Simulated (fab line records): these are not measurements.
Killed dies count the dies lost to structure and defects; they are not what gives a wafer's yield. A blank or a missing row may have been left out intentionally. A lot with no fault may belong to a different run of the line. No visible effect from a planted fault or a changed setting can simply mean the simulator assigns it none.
Split-lot trial | flow n5Finfet | 7 lots, 39 wafers read, on a route of 1938 steps

== ABOUT THE SPLIT ==
At N5_SD_EPI_P_EPI_21 (deposits SiGe:B, time 355 s), the setting epiGrowthTimeS was moved away from the recipe's 355 s on 18 of the 39 wafers read, by -27.3% to +58.5%. All remaining wafers had this setting at the recipe value.

The split's own step is where the reading is taken.

== THE READING ==
SiGe-B_of_SD_EPI_P_EPI_21.thkNm (the simulator's own value, which no gauge read), in nm, at N5_SD_EPI_P_EPI_21 (deposits SiGe:B, time 355 s). There is no usual value for it anywhere in the file. Across the 21 wafers here that went through the recipe, the average is 60.4 nm and the standard deviation 0.57 nm.

wafer  | tool, chamber at the split | epiGrowthTimeS as run, s | against the recipe | SiGe-B_of_SD_EPI_P_EPI_21.thkNm, nm | against lot-mates on the recipe
L076.1 | epiRpcvd-02, 0             | 355                      | recipe             | 61.4                                | -
L076.2 | epiRpcvd-02, 0             | 521.1                    | +46.8%             | 80.2                                | +19.3
L076.3 | epiRpcvd-02, 0             | 521.1                    | +46.8%             | 79                                  | +18.1
L076.4 | epiRpcvd-02, 0             | 521.1                    | +46.8%             | 79.4                                | +18.5
L076.5 | epiRpcvd-02, 0             | 355                      | recipe             | 61                                  | -
L076.6 | epiRpcvd-02, 0             | 355                      | recipe             | 60.4                                | -
L079.2 | epiRpcvd-03, 0             | 355                      | recipe             | 59.8                                | -
L079.4 | epiRpcvd-03, 0             | 355                      | recipe             | 60.2                                | -
L079.6 | epiRpcvd-03, 0             | 355                      | recipe             | 60.4                                | -
L084.1 | epiRpcvd-03, 0             | 355                      | recipe             | 61                                  | -
L084.2 | epiRpcvd-03, 0             | 562.6                    | +58.5%             | 83.6                                | +23.0
L084.3 | epiRpcvd-03, 0             | 355                      | recipe             | 60.2                                | -
L084.4 | epiRpcvd-03, 0             | 355                      | recipe             | 60.6                                | -
L084.5 | epiRpcvd-03, 0             | 562.6                    | +58.5%             | 82.6                                | +22.0
L084.6 | epiRpcvd-03, 0             | 562.6                    | +58.5%             | 83.2                                | +22.6
L087.1 | epiRpcvd-04, 0             | 355                      | recipe             | 59.6                                | -
L087.2 | epiRpcvd-04, 0             | 355                      | recipe             | 59.4                                | -
L087.3 | epiRpcvd-04, 0             | 521.7                    | +47.0%             | 77.6                                | +18.0
L087.4 | epiRpcvd-04, 0             | 521.7                    | +47.0%             | 77.8                                | +18.2
L087.5 | epiRpcvd-04, 0             | 355                      | recipe             | 59.8                                | -
L087.6 | epiRpcvd-04, 0             | 521.7                    | +47.0%             | 78                                  | +18.4
L090.1 | epiRpcvd-03, 0             | 258                      | -27.3%             | 48.6                                | -11.9
L090.2 | epiRpcvd-03, 0             | 258                      | -27.3%             | 48                                  | -12.5
L090.3 | epiRpcvd-03, 0             | 355                      | recipe             | 60.8                                | -
L090.4 | epiRpcvd-03, 0             | 355                      | recipe             | 60.2                                | -
L090.5 | epiRpcvd-03, 0             | 258                      | -27.3%             | 47.8                                | -12.7
L090.6 | epiRpcvd-03, 0             | 355                      | recipe             | 60.4                                | -
L092.1 | epiRpcvd-03, 0             | 505.2                    | +42.3%             | 77.4                                | +16.4
L092.5 | epiRpcvd-03, 0             | 505.2                    | +42.3%             | 77.4                                | +16.4
L092.2 | epiRpcvd-03, 0             | 355                      | recipe             | 61                                  | -
L092.3 | epiRpcvd-03, 0             | 355                      | recipe             | 60.4                                | -
L092.4 | epiRpcvd-03, 0             | 355                      | recipe             | 61.6                                | -
L092.6 | epiRpcvd-03, 0             | 505.2                    | +42.3%             | 76.8                                | +15.8
L095.1 | epiRpcvd-03, 0             | 519                      | +46.2%             | 78.4                                | +18.0
L095.2 | epiRpcvd-03, 0             | 355                      | recipe             | 60.8                                | -
L095.3 | epiRpcvd-03, 0             | 519                      | +46.2%             | 79                                  | +18.6
L095.4 | epiRpcvd-03, 0             | 355                      | recipe             | 59.8                                | -
L095.5 | epiRpcvd-03, 0             | 355                      | recipe             | 60.6                                | -
L095.6 | epiRpcvd-03, 0             | 519                      | +46.2%             | 78.6                                | +18.2

FIT RESULTS
A straight line over all 39 wafers: SiGe-B_of_SD_EPI_P_EPI_21.thkNm changes by +0.398 nm for each +1% of epiGrowthTimeS; r = +1.00; the points scatter about the line by 0.73 nm.
The same after taking each lot's own level away (the mean of its wafers on the recipe; 39 wafers): +0.398 nm for each +1%; r = +1.00; scatter 0.57 nm.
According to that fit, moving epiGrowthTimeS by its largest amount changes the reading by 23 nm.
From 59.60 to 61.00 nm: that is the span of the lots' own levels, equal to 2.5 times the standard deviation above.
So the lot-to-lot level changes the slope little: the two slopes agree.
Check: with one of the wafers moved furthest among these (+58.5%) left out of the fit, the line predicts +23 nm for it against its lot-mates. Against them it came out at +23 nm.

== THE OTHER SPLITS THESE WAFERS WENT THROUGH ==
Before the reading, these wafers also passed through other splits. Each is held against what the fit with the lots' levels taken away leaves over:
other split on the same wafers          | wafers away from the commonest value | r with SiGe-B_of_SD_EPI_P_EPI_21.thkNm (lot level and that fit taken away)
N5_PMOS_HMC_CHANNEL_EPI_HM_DEP_34 timeS | 15                                   | +0.21

== THE WHOLE CHAIN: every reading that the file lists as answering this split, in the file's order ==
step                    | what it does                | reading                                                                          | change (the file's fit)               | r (the file's)
N5_SD_EPI_P_EPI_21      | deposits SiGe:B, time 355 s | SiGe-B_of_SD_EPI_P_EPI_21.thkNm (the simulator's own value, which no gauge read) | +0.393 nm for each +1% of the setting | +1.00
N5_SD_EPI_P_EPI_MEAS_23 |                             | thkNm                                                                            | withheld for each +1% of the setting  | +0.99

== FILE'S OWN FIT ==
SiGe-B_of_SD_EPI_P_EPI_21.thkNm changes by +0.393 nm for each +1% of epiGrowthTimeS, r = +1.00.
